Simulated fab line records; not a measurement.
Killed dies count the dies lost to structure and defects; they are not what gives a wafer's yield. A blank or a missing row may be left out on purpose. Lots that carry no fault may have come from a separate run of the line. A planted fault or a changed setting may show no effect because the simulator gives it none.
Which tool did it?	flow n5-finfet	Sampling: 24 lots, 72 wafers, 6 of 1938 route steps

## WHAT THE GAUGES READ, wafer by wafer
N5_BEOL_M2_THK_MEAS_01.
lot	measured	on	M2_ILD_THK (nm)
L074	day 6 12:05	film-metro-02	78.7 80.1 80.3
L075	day 6 17:07	film-metro-02	78.1 78.8 78.0
L077	day 7 00:16	film-metro-01	78.2 77.3 78.5
L076	day 7 00:25	film-metro-01	78.2 79.8 80.8
L078	day 7 08:01	film-metro-01	81.2 79.9 82.3
L079	day 7 19:08	film-metro-01	78.1 80.2 81.6
L080	day 7 18:49	film-metro-01	77.9 78.2 77.8
L081	day 8 06:49	film-metro-01	79.0 80.4 80.7
L082	day 8 16:12	film-metro-01	79.2 80.6 81.4
L083	day 9 01:13	film-metro-01	77.6 80.4 79.1
L085	day 9 03:08	film-metro-01	79.2 78.2 79.5
L084	day 9 06:14	film-metro-01	77.6 79.1 78.8
L086	day 9 10:26	film-metro-01	79.7 78.2 80.0
L087	day 9 19:16	film-metro-01	79.5 80.0 79.7
L088	day 9 22:28	film-metro-01	79.4 80.0 80.4
L089	day 10 01:44	film-metro-01	78.9 79.5 80.3
L090	day 10 12:03	film-metro-01	79.9 80.8 80.9
L091	day 10 15:54	film-metro-01	80.4 79.6 79.4
L092	day 11 05:22	film-metro-01	78.4 78.4 80.7
L093	day 11 07:57	film-metro-01	80.6 81.4 80.0
L094	day 11 09:48	film-metro-01	78.3 79.5 80.0
L095	day 12 02:24	film-metro-01	78.6 79.6 80.1
L096	day 11 23:06	film-metro-01	78.1 77.8 80.1
L097	day 12 03:29	film-metro-01	77.9 78.6 80.1

N5_BEOL_M2_CD_MEAS_28: target cd 26.2 nm, target cd y 24.1 nm.
lot	measured	on	cd-nm (nm)
L074	day 6 14:13	cd-sem-02	26.69 26.25 26.65
L075	day 6 20:26	cd-sem-01	25.94 25.77 26.07
L077	day 7 05:02	cd-sem-03	26.60 26.27 26.52
L076	day 7 05:17	cd-sem-03	26.10 25.95 26.03
L078	day 7 09:47	cd-sem-01	26.57 26.09 25.87
L079	day 7 22:06	cd-sem-01	25.96 26.04 25.86
L080	day 7 20:37	cd-sem-03	26.13 26.04 25.95
L081	day 8 10:24	cd-sem-03	26.70 26.51 26.60
L082	day 8 19:49	cd-sem-01	26.21 26.61 26.07
L083	day 9 03:07	cd-sem-01	26.18 26.11 26.31
L085	day 9 06:56	cd-sem-03	26.24 26.07 25.69
L084	day 9 08:10	cd-sem-03	26.16 26.24 26.11
L086	day 9 12:01	cd-sem-03	26.35 26.34 26.08
L087	day 9 20:52	cd-sem-01	26.40 25.87 25.88
L088	day 9 23:52	cd-sem-01	26.52 26.46 26.22
L089	day 10 04:57	cd-sem-03	26.07 26.76 26.84
L090	day 10 16:27	cd-sem-03	26.19 26.42 26.36
L091	day 10 18:48	cd-sem-01	26.11 26.24 25.76
L092	day 11 08:53	cd-sem-02	26.53 26.57 26.27
L093	day 11 09:47	cd-sem-01	26.36 26.27 26.12
L094	day 11 11:10	cd-sem-01	26.25 26.26 26.25
L095	day 12 04:10	cd-sem-02	26.38 26.16 26.53
L096	day 12 00:43	cd-sem-01	25.74 25.90 26.19
L097	day 12 06:42	cd-sem-01	25.89 26.14 25.71

## WHICH TOOL RAN EACH LOT (tool, then ch and the chambers of the sampled wafers, then the start)
lot	N5_BEOL_M1_DESCUM_33	N5_BEOL_M1_DEGAS_44	N5_BEOL_M1_SPUTTER_48	N5_BEOL_M2_STRIP_66
L074	rie-diel-03 ch 0,2,3, day 6 06:56	pvd-sputter-03, day 6 08:16	pvd-sputter-02, day 6 09:04	rie-diel-05 ch 2,3, day 6 13:37
L075	rie-diel-06 ch 0,3, day 6 12:08	pvd-sputter-03, day 6 13:29	pvd-sputter-02, day 6 14:10	rie-diel-05 ch 1,2,3, day 6 19:41
L077	rie-diel-03 ch 2,3, day 6 15:07	pvd-sputter-01, day 6 20:44	pvd-sputter-01, day 6 21:20	rie-diel-04 ch 1,3, day 7 04:23
L076	rie-diel-06 ch 0,1, day 6 15:11	pvd-sputter-01, day 6 20:49	pvd-sputter-02, day 6 21:25	rie-diel-01 ch 1,3, day 7 04:37
L078	rie-diel-03 ch 0,2,3, day 7 01:08	pvd-sputter-01, day 7 04:07	pvd-sputter-01, day 7 04:53	rie-diel-05 ch 0,1, day 7 09:07
L079	rie-diel-03 ch 0,2, day 7 12:14	pvd-sputter-02, day 7 15:05	pvd-sputter-03, day 7 16:11	rie-diel-01 ch 0,2,3, day 7 21:34
L080	rie-diel-02 ch 0,1, day 7 12:39	pvd-sputter-02, day 7 15:01	pvd-sputter-02, day 7 15:52	rie-diel-04 ch 0,1, day 7 20:00
L081	rie-diel-02 ch 0,2,3, day 7 22:34	pvd-sputter-02, day 8 03:01	pvd-sputter-03, day 8 03:43	rie-diel-05 ch 0,2, day 8 09:51
L082	rie-diel-06 ch 1,3, day 8 07:39	pvd-sputter-03, day 8 12:28	pvd-sputter-02, day 8 13:08	rie-diel-04 ch 2,3, day 8 19:16
L083	rie-diel-06 ch 0,1,3, day 8 16:56	pvd-sputter-03, day 8 21:25	pvd-sputter-03, day 8 22:05	rie-diel-05 ch 2,3, day 9 02:34
L085	rie-diel-02 ch 1,3, day 8 19:17	pvd-sputter-03, day 8 22:00	pvd-sputter-02, day 8 23:55	rie-diel-05 ch 0,2,3, day 9 06:23
L084	rie-diel-03 ch 0,1,2, day 8 19:59	pvd-sputter-01, day 9 02:41	pvd-sputter-01, day 9 03:17	rie-diel-01 ch 0,1, day 9 07:35
L086	rie-diel-06 ch 1,2,3, day 9 04:34	pvd-sputter-02, day 9 06:48	pvd-sputter-02, day 9 07:29	rie-diel-01 ch 0,1,2, day 9 11:29
L087	rie-diel-02 ch 1,3, day 9 11:07	pvd-sputter-02, day 9 15:34	pvd-sputter-01, day 9 16:20	rie-diel-05 ch 0,3, day 9 20:17
L088	rie-diel-02 ch 1,2, day 9 15:04	pvd-sputter-01, day 9 18:53	pvd-sputter-01, day 9 19:31	rie-diel-04 ch 1,2, day 9 23:19
L089	rie-diel-02 ch 1,2,3, day 9 18:28	pvd-sputter-01, day 9 22:01	pvd-sputter-01, day 9 22:42	rie-diel-01 ch 0,1, day 10 04:24
L090	rie-diel-02 ch 1,2, day 9 23:17	pvd-sputter-02, day 10 06:50	pvd-sputter-01, day 10 09:04	rie-diel-04 ch 2,3, day 10 15:28
L091	rie-diel-06 ch 0,1, day 10 07:38	pvd-sputter-03, day 10 11:32	pvd-sputter-01, day 10 12:44	rie-diel-05 ch 0,2,3, day 10 17:58
L092	rie-diel-02 ch 0,1,3, day 10 23:23	pvd-sputter-02, day 11 00:36	pvd-sputter-03, day 11 02:14	rie-diel-05 ch 0,1,3, day 11 08:09
L093	rie-diel-03 ch 1,2,3, day 10 23:40	pvd-sputter-03, day 11 04:10	pvd-sputter-03, day 11 04:59	rie-diel-01 ch 0,1,2, day 11 09:08
L094	rie-diel-03 ch 1,3, day 11 00:47	pvd-sputter-03, day 11 04:15	pvd-sputter-03, day 11 06:50	rie-diel-01 ch 0,2, day 11 10:37
L095	rie-diel-06 ch 2,3, day 11 16:26	pvd-sputter-03, day 11 22:50	pvd-sputter-03, day 11 23:28	rie-diel-01 ch 0,2, day 12 03:29
L096	rie-diel-03 ch 1,2, day 11 16:31	pvd-sputter-01, day 11 17:52	pvd-sputter-03, day 11 20:04	rie-diel-01 ch 0,1, day 12 00:01
L097	rie-diel-02 ch 0,2, day 11 22:17	pvd-sputter-03, day 11 23:10	pvd-sputter-01, day 12 00:32	rie-diel-05 ch 0,2,3, day 12 06:02
- N5_BEOL_M1_DESCUM_33: chemistry O2, time 7 s.
- N5_BEOL_M1_DEGAS_44: time 60 s.
- N5_BEOL_M1_SPUTTER_48: material Cu, target thk 4.5 nm, time 8.29 s.
- N5_BEOL_M2_STRIP_66: strips in CF4.

## WHAT THE TOOLS THEMSELVES READ (means of the sampled wafers that have a number; where no wafer has one, the mark that the record gives instead)
N5_BEOL_M1_DESCUM_33.
lot	tool	drypump-motor-current-A (A)	oes-product-au (a.u.)	rf-vpp-V (V)	showerhead-plenum-p-Torr (Torr)	temp-c (C)	throttle-valve-pct (%)
L074	rie-diel-03	5.86	0.78	242.8	2.10	40.05	20.39
L075	rie-diel-06	5.79	0.72	244.1	2.13	39.97	20.74
L077	rie-diel-03	5.92	0.74	243.4	2.15	39.97	20.33
L076	rie-diel-06	6.25	0.83	243.7	2.15	40.10	20.27
L078	rie-diel-03	5.86	0.76	243.6	2.09	39.95	20.39
L079	rie-diel-03	5.84	0.78	242.7	2.04	39.86	20.45
L080	rie-diel-02	5.63	0.91	243.5	2.09	39.91	20.11
L081	rie-diel-02	5.87	0.88	243.0	2.07	39.97	20.18
L082	rie-diel-06	6.25	0.81	243.5	2.11	39.85	20.35
L083	rie-diel-06	6.02	0.76	243.9	2.14	39.92	20.53
L085	rie-diel-02	6.10	0.90	243.0	2.10	40.04	20.11
L084	rie-diel-03	5.74	0.75	242.8	2.06	39.99	20.49
L086	rie-diel-06	6.12	0.76	243.9	2.10	40.03	20.52
L087	rie-diel-02	6.08	0.88	243.2	2.09	40.07	20.11
L088	rie-diel-02	5.99	0.79	244.3	2.15	39.96	20.11
L089	rie-diel-02	6.01	0.82	243.7	2.11	40.08	20.14
L090	rie-diel-02	5.97	0.76	244.1	2.13	39.97	20.19
L091	rie-diel-06	6.25	0.80	244.5	2.15	39.89	20.30
L092	rie-diel-02	5.86	0.86	243.3	2.09	39.95	20.14
L093	rie-diel-03	5.77	0.73	244.0	2.10	39.97	20.48
L094	rie-diel-03	5.59	0.69	242.7	2.09	40.02	20.63
L095	rie-diel-06	5.93	0.69	242.9	2.08	40.05	20.72
L096	rie-diel-03	5.84	0.75	242.9	2.08	40.00	20.41
L097	rie-diel-02	5.64	0.83	242.3	2.05	39.99	20.24

N5_BEOL_M1_DEGAS_44.
lot	tool	heater-power-w (W)
L074	pvd-sputter-03	312
L075	pvd-sputter-03	301
L077	pvd-sputter-01	352
L076	pvd-sputter-01	348
L078	pvd-sputter-01	363
L079	pvd-sputter-02	321
L080	pvd-sputter-02	311
L081	pvd-sputter-02	305
L082	pvd-sputter-03	318
L083	pvd-sputter-03	318
L085	pvd-sputter-03	314
L084	pvd-sputter-01	336
L086	pvd-sputter-02	343
L087	pvd-sputter-02	308
L088	pvd-sputter-01	333
L089	pvd-sputter-01	355
L090	pvd-sputter-02	333
L091	pvd-sputter-03	324
L092	pvd-sputter-02	311
L093	pvd-sputter-03	324
L094	pvd-sputter-03	323
L095	pvd-sputter-03	316
L096	pvd-sputter-01	359
L097	pvd-sputter-03	311

N5_BEOL_M1_SPUTTER_48.
lot	tool	throttle-valve-pct (%)
L074	pvd-sputter-02	31.2
L075	pvd-sputter-02	31.4
L077	pvd-sputter-01	29.7
L076	pvd-sputter-02	31.0
L078	pvd-sputter-01	30.5
L079	pvd-sputter-03	29.6
L080	pvd-sputter-02	30.8
L081	pvd-sputter-03	29.3
L082	pvd-sputter-02	30.4
L083	pvd-sputter-03	29.5
L085	pvd-sputter-02	31.2
L084	pvd-sputter-01	30.5
L086	pvd-sputter-02	30.1
L087	pvd-sputter-01	29.8
L088	pvd-sputter-01	29.8
L089	pvd-sputter-01	30.5
L090	pvd-sputter-01	29.1
L091	pvd-sputter-01	29.0
L092	pvd-sputter-03	29.7
L093	pvd-sputter-03	30.0
L094	pvd-sputter-03	29.4
L095	pvd-sputter-03	30.0
L096	pvd-sputter-03	29.8
L097	pvd-sputter-01	29.9

N5_BEOL_M2_STRIP_66.
lot	tool	drypump-motor-current-A (A)	oes-product-au (a.u.)	rf-vpp-V (V)	showerhead-plenum-p-Torr (Torr)	throttle-valve-pct (%)
L074	rie-diel-05	5.1	0.80	270.4	1.78	13.30
L075	rie-diel-05	5.5	0.78	270.2	1.75	13.45
L077	rie-diel-04	5.0	0.70	272.3	1.81	13.84
L076	rie-diel-01	4.8	0.70	271.0	1.80	13.61
L078	rie-diel-05	6.2	0.82	269.2	1.74	13.46
L079	rie-diel-01	5.3	0.77	270.3	1.77	13.58
L080	rie-diel-04	5.4	0.68	269.7	1.75	13.96
L081	rie-diel-05	5.7	0.88	270.5	1.77	13.11
L082	rie-diel-04	5.1	0.70	270.2	1.77	13.62
L083	rie-diel-05	5.1	0.79	270.9	1.77	13.35
L085	rie-diel-05	5.3	0.81	270.6	1.75	13.30
L084	rie-diel-01	4.8	0.85	271.0	1.80	13.51
L086	rie-diel-01	5.3	0.76	270.8	1.79	13.65
L087	rie-diel-05	5.2	0.77	269.7	1.71	13.46
L088	rie-diel-04	5.3	0.83	271.6	1.83	13.30
L089	rie-diel-01	4.8	0.83	271.4	1.80	13.54
L090	rie-diel-04	5.2	0.69	270.0	1.77	13.67
L091	rie-diel-05	5.4	0.79	270.8	1.75	13.33
L092	rie-diel-05	5.7	0.77	270.0	1.71	13.50
L093	rie-diel-01	5.3	0.83	271.1	1.78	13.48
L094	rie-diel-01	5.8	0.91	269.6	1.75	13.31
L095	rie-diel-01	5.8	0.89	270.7	1.75	13.33
L096	rie-diel-01	4.8	0.81	270.3	1.79	13.57
L097	rie-diel-05	5.3	0.78	269.7	1.74	13.37

## THE ANSWER, worked out from the rows above alone
Rule: what is usual is taken from the lots themselves. The widest of any qualifying gaps counts: lots, ordered by their means at a reading, are off when they make up no more than a third of the lots, leave a main group of 4 or more, and stand apart from it by 3 or more times the standard deviation of that group's means. A main group whose means are all the same, to the digits that the tables above print for the reading, isn't used. A lot without any number at a reading at which 4 lots or more have one is off too. The other lots that the step has rows for count as sound. After the gauges, taken in route order, come the tools' own readings; for these a lot's mean is taken, as printed above. The first step at which some lot is off is used, and at that step the reading that is off furthest; a lot without a number counts as furthest.
No lot is off on any of the readings shown, so nothing can be concluded from this.

## WHAT WAS PUT IN BY THE SIMULATOR
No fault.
